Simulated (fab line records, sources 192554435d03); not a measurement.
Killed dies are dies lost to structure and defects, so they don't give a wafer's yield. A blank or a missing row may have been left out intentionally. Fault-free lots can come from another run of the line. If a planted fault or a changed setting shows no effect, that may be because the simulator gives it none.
Problem report, 8D (eight disciplines) form, completed by code | flow n5_finfet | the parts of the form that need people (team, actions taken, sign-off) are left out

1. THE PROBLEM
At N5_BEOL_M0_SAQP_EXPOSE_37, exposure_dose_mJ_cm2 averages 45.32 over 6 wafers from 2 lots, while fault-free wafers read 44.66, standard deviation 0.049. Measured from the usual mean, that is +13 standard deviations.
The step: exposes mask M0 CUT1, target cd 30 nm.
First seen on wafer L680.2, day 10 15:34, on euv_scanner-01. At this step, 12 wafers from 4 lots have a number in the record. Rule for "out", or "out of limits": more than 4 standard deviations from the usual mean. The rest of the wafers with a number are treated as sound.

2. WHAT IT IS, WHAT IT ISN'T
question                    | is                     | is not
which readings at this step | exposure_dose_mJ_cm2   | -
which lots                  | L680, L683             | L667, L672
which wafers of those lots  | all that have a number | -
read on which tools         | euv_scanner-01         | euv_scanner-02
when                        | from day 10 15:34      | up to then (6 sound wafers)

3. WHAT RULES OUT EACH SUSPECT
Counting: a tool at a process step up to the reading stays a suspect if it ran every lot that is out and no sound lot after the first of them.
- euv_scanner-01 at N5_BEOL_M0_SAQP_EXPOSE_37 (exposes mask M0 CUT1, target cd 30 nm): kept. All lots that are out passed through it, beginning with L680 at day 10 15:34, and no sound lot followed; its final sound lot before that point was L672 at day 8 21:29. Its own readings are out on those wafers: exposure_dose_mJ_cm2.
The count leaves euv_scanner-01 at N5_BEOL_M0_SAQP_EXPOSE_37.

4. THE CAUSE (what the simulator had put in)
Process parameter drift: euv_scanner-01, from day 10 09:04 on, at N5_BEOL_M0_SAQP_EXPOSE_37. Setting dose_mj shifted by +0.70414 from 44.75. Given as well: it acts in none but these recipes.
The count eliminated every tool but this one.

5. THE EFFECT CHAIN, in route order
Each row: a reading whose mean over the struck wafers that have a number lies more than 3 standard deviations from the usual. Only readings whose record carries a usual standard deviation are examined. hours: median over the lots of the time between each lot's start at the first step of this table that gives one and its start at this step. sigmas: the change, counted in usual standard deviations.
hours | step                      | reading              | usual | on struck wafers | change | sigmas
0     | N5_BEOL_M0_SAQP_EXPOSE_37 | exposure_dose_mJ_cm2 | 44.66 | 45.32            | +0.66  | +13
It contains these process steps:
- N5_BEOL_M0_SAQP_EXPOSE_37: exposes mask M0 CUT1, target cd 30 nm.
Later steps that measure or inspect, where all struck wafers having a row at the step show a number for every such reading and not one has moved that far: N5_BEOL_M4_RC_MEAS_101.

6. WHAT WOULD HAVE CAUGHT IT SOONER
7 hours passed between the start of the fault at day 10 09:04 and the first reading out of limits in this record, taken at day 10 15:34.
